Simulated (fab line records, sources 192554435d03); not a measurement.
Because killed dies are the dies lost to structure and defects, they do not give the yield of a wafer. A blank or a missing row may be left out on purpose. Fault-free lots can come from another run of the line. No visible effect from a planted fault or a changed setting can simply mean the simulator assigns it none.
Split-lot experiment -- flow n5_finfet -- on a route of 1938 steps: 7 lots, 21 wafers read

SPLIT DETAILS
At N5_SDB_COAT_05 (resist thk 90 nm), the setting spin_rpm was moved away from the recipe's 1500 rpm on 6 of the 21 wafers read, by -7.3% to +7.5%. For the rest of the wafers, this setting stayed at what the recipe calls for.

FROM THE SPLIT TO THE READING: what the file shows between them, 2 steps
- N5_SDB_EBR_07
- N5_SDB_SOFTBAKE_06: time 60 s

THE READING
CAR-ArF_of_SDB_COAT_05.thk_nm (the simulator's own value, which no gauge read), in nm, at N5_SDB_DESCUM_16 (chemistry O2, time 7.9 s). The file gives no usual value for it. Across the 15 wafers here that went through the recipe, the average is 83.5 nm and the standard deviation 0.32 nm.

wafer,"tool, chamber at the split","spin_rpm as run, rpm",against the recipe,"CAR-ArF_of_SDB_COAT_05.thk_nm, nm",against lot-mates on the recipe
L074.2,"litho_track-03, 0",1500,recipe,83.8,-
L074.4,"litho_track-03, 0",1613,+7.5%,80.4,-3.1
L074.6,"litho_track-03, 0",1500,recipe,83.2,-
L078.1,"litho_track-03, 0",1558,+3.9%,82,-1.8
L078.2,"litho_track-03, 0",1558,+3.9%,82,-1.8
L078.3,"litho_track-03, 0",1500,recipe,83.8,-
L080.2,"litho_track-02, 0",1500,recipe,83.6,-
L080.3,"litho_track-02, 0",1500,recipe,83.6,-
L080.6,"litho_track-02, 0",1500,recipe,83.8,-
L089.1,"litho_track-05, 0",1500,recipe,83.6,-
L089.4,"litho_track-05, 0",1604,+6.9%,80.6,-2.9
L089.6,"litho_track-05, 0",1500,recipe,83.4,-
L093.3,"litho_track-05, 0",1390,-7.3%,87.2,+3.6
L093.4,"litho_track-05, 0",1500,recipe,83.6,-
L093.6,"litho_track-05, 0",1390,-7.3%,87.4,+3.8
L094.1,"litho_track-03, 0",1500,recipe,84,-
L094.3,"litho_track-03, 0",1500,recipe,83.8,-
L094.4,"litho_track-03, 0",1500,recipe,83.8,-
L095.1,"litho_track-02, 0",1500,recipe,83,-
L095.4,"litho_track-02, 0",1500,recipe,83,-
L095.5,"litho_track-02, 0",1500,recipe,83,-

FIT RESULTS
A straight line over all 21 wafers: CAR-ArF_of_SDB_COAT_05.thk_nm changes by -0.461 nm for each +1% of spin_rpm; r = -0.98; the points scatter about the line by 0.33 nm.
The same after taking each lot's own level away (the mean of its wafers on the recipe; 21 wafers): -0.463 nm for each +1%; r = -0.99; scatter 0.18 nm.
Per that fit: largest spin_rpm move, reading shift of 3.5 nm.
Measured against the standard deviation above, the lots' own levels, which go from 83.00 to 83.87 nm, span 2.7 times it.
Hence the lot-to-lot level has little effect on the slope; both slopes agree.
Check: -3.54 nm against its lot-mates is what the line predicts for one of the wafers moved furthest among these (+7.5%) when that wafer is left out of the fit. It came out at -3.1 nm against them.

ADDITIONAL SPLITS CARRIED BY THESE WAFERS
Before the reading, these wafers also passed through other splits. Each is held against what the fit with the lots' levels taken away leaves over:
other split on the same wafers,wafers away from the commonest value,r with CAR-ArF_of_SDB_COAT_05.thk_nm (lot level and that fit taken away)
N5_SD_EPI_P_COAT_34 spin_rpm,6,-0.02

THE WHOLE CHAIN: every reading that the file lists as answering this split, in the file's order
step,what it does,reading,change (the file's fit),r (the file's)
N5_SDB_COAT_05,resist thk 90 nm,"CAR-ArF_of_SDB_COAT_05.thk_nm (the simulator's own value, which no gauge read)",-0.438 nm for each +1% of the setting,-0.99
N5_SDB_DESCUM_16,"chemistry O2, time 7.9 s","CAR-ArF_of_SDB_COAT_05.thk_nm (the simulator's own value, which no gauge read)",-0.447 nm for each +1% of the setting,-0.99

FILE'S OWN FIT
CAR-ArF_of_SDB_COAT_05.thk_nm changes by -0.447 nm for each +1% of spin_rpm, r = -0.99.
